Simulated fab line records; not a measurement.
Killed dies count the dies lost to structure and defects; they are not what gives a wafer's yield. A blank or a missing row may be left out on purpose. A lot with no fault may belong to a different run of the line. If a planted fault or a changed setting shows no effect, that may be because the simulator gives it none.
Which tool is to blame? + flow n5-finfet + 8 lots, 24 wafers sampled, at 4 steps of a route of 1938

## WHAT THE GAUGES SHOWED, per wafer
N5_BEOL_M1_CD_MEAS_28: target cd y 23.3 nm.
| lot  | measured     | on        | cd-nm (nm)        |
|------|--------------|-----------|-------------------|
| L577 | day 6 06:32  | cd-sem-03 | 23.92 24.03 24.22 |
| L578 | day 6 06:43  | cd-sem-03 | 24.13 24.02 23.83 |
| L579 | day 6 19:54  | cd-sem-02 | 24.35 23.90 23.58 |
| L580 | day 6 19:59  | cd-sem-02 | 23.98 23.63 24.29 |
| L589 | day 9 11:03  | cd-sem-03 | 24.47 18.04 24.16 |
| L590 | day 9 17:19  | cd-sem-01 | 24.38 18.52 24.00 |
| L595 | day 11 02:14 | cd-sem-02 | 24.13 23.96 24.45 |
| L598 | day 12 00:23 | cd-sem-02 | 23.93 23.67 23.94 |

## WHICH TOOL RAN EACH LOT (tool, then ch and the chambers of the sampled wafers, then the start)
| lot  | N5_BEOL_M1_DESCUM_16               | N5_BEOL_M1_ETCH_74                 | N5_BEOL_M1_EXPOSE_25              |
|------|------------------------------------|------------------------------------|-----------------------------------|
| L577 | rie-diel-04 ch 1,2, day 6 05:40    | rie-diel-04 ch 1,2, day 6 05:42    | euv-scanner-02 ch 0, day 6 06:24  |
| L578 | rie-diel-01 ch 0,2,3, day 6 05:51  | rie-diel-01 ch 0,2,3, day 6 05:53  | euv-scanner-01 ch 0, day 6 06:35  |
| L579 | rie-diel-01 ch 1,2,3, day 6 18:56  | rie-diel-01 ch 1,2,3, day 6 18:59  | euv-scanner-02 ch 0, day 6 19:46  |
| L580 | rie-diel-01 ch 1,2,3, day 6 19:14  | rie-diel-01 ch 1,2,3, day 6 19:16  | euv-scanner-02 ch 0, day 6 19:51  |
| L589 | rie-diel-06 ch 1,2, day 9 10:18    | rie-diel-06 ch 1,2, day 9 10:20    | euv-scanner-02 ch 0, day 9 10:54  |
| L590 | rie-diel-04 ch 0,1, day 9 16:32    | rie-diel-04 ch 0,1, day 9 16:34    | euv-scanner-02 ch 0, day 9 17:11  |
| L595 | rie-diel-04 ch 0,1, day 11 01:17   | rie-diel-04 ch 0,1, day 11 01:19   | euv-scanner-01 ch 0, day 11 02:05 |
| L598 | rie-diel-06 ch 0,1,3, day 11 23:16 | rie-diel-06 ch 0,1,3, day 11 23:18 | euv-scanner-01 ch 0, day 12 00:15 |
- N5_BEOL_M1_DESCUM_16: chemistry O2, time 7 s.
- N5_BEOL_M1_ETCH_74: etches underlayer in N2/H2, target depth 6.5 nm, time 5.2 s.
- N5_BEOL_M1_EXPOSE_25: exposes mask V0, defocus 5 nm, target cd 24 nm.

## THE ANSWER, worked out from the rows above alone
Rule: the lots themselves supply what counts as usual. The widest of any qualifying gaps counts: lots, ordered by their means at a reading, are off when they make up no more than a third of the lots, leave a main group of 4 or more, and stand apart from it by 3 or more times the standard deviation of that group's means. If all means in a main group match to the digits the tables above print for the reading, that group is not used. Also off: a lot with no number at a reading for which 4 or more lots have one. All remaining lots with rows at the step are treated as sound.
Off, at N5_BEOL_M1_CD_MEAS_28 on cd-nm: L589, L590. The main group: mean 24.00 nm, standard deviation 0.1.
If a tool, at a process step before that reading, ran all the lots that are off and no sound lot after the first of them, it fits. Those tools and the gauges at N5_BEOL_M1_CD_MEAS_28 are tried in the same way. One fits: N5_BEOL_M1_EXPOSE_25 on euv-scanner-02. Its last sound lot is L580 (day 6 19:51), its first lot that is off L589 (day 9 10:54): a fault that began between those two fits.

## WHAT HAD BEEN PUT IN BY THE SIMULATOR
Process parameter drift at N5_BEOL_M1_EXPOSE_25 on euv-scanner-02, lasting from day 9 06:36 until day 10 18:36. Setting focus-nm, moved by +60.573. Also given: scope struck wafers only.
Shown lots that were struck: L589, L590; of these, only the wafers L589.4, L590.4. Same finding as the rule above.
